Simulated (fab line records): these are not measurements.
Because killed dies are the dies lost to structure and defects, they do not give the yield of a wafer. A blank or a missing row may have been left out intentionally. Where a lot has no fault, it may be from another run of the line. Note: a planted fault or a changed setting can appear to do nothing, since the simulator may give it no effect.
What tool caused it? ; flow n5-finfet ; route of 1938 steps, sampled at 1 step: 6 lots, 18 wafers

## WHAT EACH GAUGE READ, for each wafer
N5_BEOL_M5_THK_MEAS_01.
lot;measured;on;M5_ILD_THK (nm)
L767;day 8 15:44;film-metro-02;119.5 119.7 120.4
L772;day 9 23:44;film-metro-01;117.7 121.3 121.4
L774;day 10 04:14;film-metro-01;119.9 120.7 120.9
L777;day 11 05:22;film-metro-01;119.3 120.9 119.5
L783;day 12 22:13;film-metro-01;119.3 120.2 118.6
L788;day 14 11:09;film-metro-01;117.3 118.2 120.3

## EACH LOT AND THE TOOL THAT RAN IT (in order: tool; ch and the chambers of the sampled wafers; start)
The record holds no process step before these readings.

## THE ANSWER, worked out from the rows above alone
Rule: usual is defined by the lots themselves. The widest of any qualifying gaps counts: lots, ordered by their means at a reading, are off when they make up no more than a third of the lots, leave a main group of 4 or more, and stand apart from it by 3 or more times the standard deviation of that group's means. Not used: any main group whose means are identical at the precision the tables above print for the reading. Also off: a lot with no number at a reading for which 4 or more lots have one. Where the step has rows for the other lots, those lots are counted as sound.
Across all readings shown, no lot is off: no conclusion can be drawn from this.

## WHAT WAS PUT IN BY THE SIMULATOR
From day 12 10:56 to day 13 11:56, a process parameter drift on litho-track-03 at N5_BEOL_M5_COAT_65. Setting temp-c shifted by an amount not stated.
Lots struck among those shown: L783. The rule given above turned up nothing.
